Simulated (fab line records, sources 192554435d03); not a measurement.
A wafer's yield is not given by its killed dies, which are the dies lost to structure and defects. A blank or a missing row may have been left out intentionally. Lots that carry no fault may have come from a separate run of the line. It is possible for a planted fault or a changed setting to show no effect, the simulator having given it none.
Chamber matching | flow n5Finfet | 4 sister chambers for N5_FIN_SAQP_SPACER2_ALD_28 on aldSin-02
The step deposits SiO2, target thk 8.1 nm, pulse time 1 s, purge time 2 s. 4 wafers are shown with their chamber, then 7 later ones without.

== EACH WAFER AND ITS CHAMBER ==
wafer  | chamber | heaterPowerW (W)
L079.5 | 1       | 524
L080.4 | 2       | 503
L092.2 | 3       | 462
L092.4 | 0       | 435

== WAFERS WITHOUT THEIR CHAMBER ==
wafer  | heaterPowerW (W)
L092.6 | 451
L094.1 | 450
L094.2 | 489
L094.4 | 471
L097.2 | 456
L097.3 | 431
L097.6 | 487

== CHAMBER TAKEN BY EACH ==
wafer  | from the rows above          | in truth
L092.6 | can't be placed: 3 or 0      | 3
L094.1 | can't be placed: 3 or 0      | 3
L094.2 | can't be placed: 2 or 3 or 1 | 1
L094.4 | 3                            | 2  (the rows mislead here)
L097.2 | can't be placed: 3 or 0      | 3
L097.3 | 0                            | 0
L097.6 | can't be placed: 2 or 3 or 1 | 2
Correctly placed: 1 of 7. Unplaceable from these rows: 5, with the true chamber sitting among the candidates in 5. Number placed wrongly: 1.
How it was worked out, from the rows above alone: a wafer's distance from a chamber is the root of the sum, over the readings, of the square of ((its reading less the chamber's mean) divided by the reading's scatter). The wafer belongs to the nearest chamber; if the next one is less than 2 further off, it can't be placed. A chamber's mean is the mean of its shown wafers. The scatter: with one shown wafer a chamber, the root of the mean of the squares of how far each hidden wafer lies from its nearest shown one.
